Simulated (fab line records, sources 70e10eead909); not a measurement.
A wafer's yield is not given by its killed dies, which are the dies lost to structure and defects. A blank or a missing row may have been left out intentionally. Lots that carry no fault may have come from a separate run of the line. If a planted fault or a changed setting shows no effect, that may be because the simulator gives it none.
Which tool did it?    flow nand-harc    Sampling: 15 lots, 44 wafers, 6 of 1302 route steps

== WHAT EACH GAUGE READ, for each wafer ==
NHARC_A_ONON_D1_THK_MEAS_18: measures by ellipsometry.
lot   measured      on             thk-nm (nm)
L359  day 8 10:11   film-metro-01  1006 1006 1006
L358  day 8 10:11   film-metro-02  1001 1000 999
L361  day 9 23:21   film-metro-01  1010 1009 1009
L364  day 10 12:14  film-metro-01  989 991 992
L363  day 10 12:14  film-metro-02  995 997 997
L366  day 11 17:36  film-metro-01  1008 1009 1006
L367  day 12 05:41  film-metro-02  1014 1015 1014
L370  day 12 21:40  film-metro-01  992 992
L375  day 15 15:01  film-metro-02  980 984 983
L376  day 15 15:01  film-metro-01  1010 1012 1012
L377  day 15 21:46  film-metro-01  1003 1001 1004
L379  day 16 20:02  film-metro-01  1006 1007 1007
L378  day 16 20:02  film-metro-01  986 986 984
L380  day 17 09:08  film-metro-01  994 995 994
L381  day 17 13:31  film-metro-01  993 992 991

NHARC_A_ONON_D1_THK_MEAS_21: measures by ellipsometry.
lot   measured      on             thk-nm (nm)
L359  day 8 10:45   film-metro-01  997 996 997
L358  day 8 10:45   film-metro-02  1006 1006 1006
L361  day 9 23:55   film-metro-02  998 998 999
L364  day 10 12:48  film-metro-02  990 989 990
L363  day 10 12:49  film-metro-01  992 990 991
L366  day 11 18:10  film-metro-01  970 969 971
L367  day 12 06:14  film-metro-01  1005 1003 1003
L370  day 12 22:14  film-metro-02  1008 1006
L375  day 15 15:34  film-metro-01  972 971 974
L376  day 15 15:35  film-metro-02  1003 1001 1002
L377  day 15 22:20  film-metro-02  981 983 982
L379  day 16 20:36  film-metro-01  996 995 996
L378  day 16 20:36  film-metro-01  998 999 997
L380  day 17 09:44  film-metro-02  1021 1022 1023
L381  day 17 14:05  film-metro-02  1021 1020 1021

NHARC_A_ONON_D1_THK_MEAS_30: measures by ellipsometry.
lot   measured      on             thk-nm (nm)
L359  day 8 12:26   film-metro-01  1005 1003 1002
L358  day 8 12:27   film-metro-02  1000 1000 999
L361  day 10 01:36  film-metro-01  1006 1006 1005
L364  day 10 14:29  film-metro-02  1007 1005 1006
L363  day 10 14:31  film-metro-01  1012 1013 1013
L366  day 11 19:52  film-metro-01  993 990 1502
L367  day 12 07:56  film-metro-01  995 1502 995
L370  day 12 23:56  film-metro-02  1517 1517
L375  day 15 17:16  film-metro-02  999 997 1000
L376  day 15 17:19  film-metro-02  991 992 991
L377  day 16 00:02  film-metro-02  999 996 997
L379  day 16 22:26  film-metro-01  1003 1003 1003
L378  day 16 22:17  film-metro-01  994 993 990
L380  day 17 11:26  film-metro-01  1011 1011 1011
L381  day 17 15:48  film-metro-02  1006 1007 1008

NHARC_A_ONON_D1_INSPECT_32.
lot   measured      on                 raw-defect-count
L359  day 8 12:59   defect-inspect-02  68 58 49
L358  day 8 12:59   defect-inspect-01  37 38 56
L361  day 10 02:10  defect-inspect-02  116 75 54
L364  day 10 15:10  defect-inspect-01  82 62 75
L363  day 10 15:27  defect-inspect-01  115 116 85
L366  day 11 20:25  defect-inspect-02  64 41 60
L367  day 12 08:28  defect-inspect-02  72 84 106
L370  day 13 00:28  defect-inspect-01  71 47
L375  day 15 17:50  defect-inspect-02  59 64 90
L376  day 15 17:52  defect-inspect-01  74 69 39
L377  day 16 00:34  defect-inspect-01  143 51 66
L379  day 16 23:06  defect-inspect-02  123 77 70
L378  day 16 22:49  defect-inspect-02  54 79 99
L380  day 17 11:59  defect-inspect-02  98 48 80
L381  day 17 16:21  defect-inspect-01  56 35 44

NHARC_END_SORT_01.
lot   measured      on         killed-at-array  killed-at-other  killed-at-periphery  killed-dies  killed-open  killed-short
L366  day 28 05:12  prober-01  66 51 671        2 5 3            4 3 3                72 59 677    2 4 3        2 3 2
L367  day 28 15:20  prober-02  51 672 47        2 1 1            8 4 13               61 677 61    5 0 5        1 4 1
L370  day 29 02:13  prober-02  673 673          2 1              2 3                  677 677      1 2          2 1
L376  day 32 08:13  prober-01  59 59 57         1 1 0            5 6 3                65 66 60     6 4 5        2 1 6

== EACH LOT AND THE TOOL THAT RAN IT (in order: tool; ch and the chambers of the sampled wafers; start) ==
lot   NHARC_A_ONON_D1_DEP_28
L359  pecvd-onon-03 ch 0, day 8 11:59
L358  pecvd-onon-02 ch 0, day 8 12:00
L361  pecvd-onon-03 ch 0, day 10 01:05
L364  pecvd-onon-02 ch 0, day 10 14:06
L363  pecvd-onon-04 ch 0, day 10 14:04
L366  pecvd-onon-02 ch 0, day 11 19:21
L367  pecvd-onon-02 ch 0, day 12 07:25
L370  pecvd-onon-02 ch 0, day 12 23:29
L375  pecvd-onon-04 ch 0, day 15 16:46
L376  pecvd-onon-03 ch 0, day 15 16:48
L377  pecvd-onon-02 ch 0, day 15 23:32
L379  pecvd-onon-04 ch 0, day 16 21:56
L378  pecvd-onon-03 ch 0, day 16 21:47
L380  pecvd-onon-02 ch 0, day 17 10:55
L381  pecvd-onon-03 ch 0, day 17 15:17
- NHARC_A_ONON_D1_DEP_28: target thk 1000 nm.

== WHAT THE TOOLS THEMSELVES READ (means of the sampled wafers that have a number; where no wafer has one, the mark that the record gives instead) ==
The record holds no such reading with a usual standard deviation.

== THE ANSWER, worked out from the rows above alone ==
Rule: what is usual is taken from the lots themselves. Put in order of their means at a reading, lots are off if they are a third of the lots or fewer, leave a main group of 4 or more, and stand apart from it by a gap of 3 or more times the standard deviation of the main group's means; of several such gaps the widest counts. A main group is skipped when, at the precision printed for the reading in the tables above, its means are all equal. Also off: a lot with no number at a reading for which 4 or more lots have one. Any other lot the step has rows for is counted as sound. First the gauges in route order, then the tools' own readings, where a lot's mean is used as printed above. At the first step where some lot is off, the reading lying furthest off is the one used; lots without a number count as furthest.
Off: L366, L367, L370 (NHARC_A_ONON_D1_THK_MEAS_30, thk-nm). The main group has a mean of 1002 nm with a standard deviation of 6.4.
A tool fits if, at a process step before that reading, it ran every lot that is off, and no sound lot after the first of them. Those tools and the gauges at NHARC_A_ONON_D1_THK_MEAS_30 are tried in the same way. Of those tried, none fits.

== WHAT THE SIMULATOR HAD INSERTED ==
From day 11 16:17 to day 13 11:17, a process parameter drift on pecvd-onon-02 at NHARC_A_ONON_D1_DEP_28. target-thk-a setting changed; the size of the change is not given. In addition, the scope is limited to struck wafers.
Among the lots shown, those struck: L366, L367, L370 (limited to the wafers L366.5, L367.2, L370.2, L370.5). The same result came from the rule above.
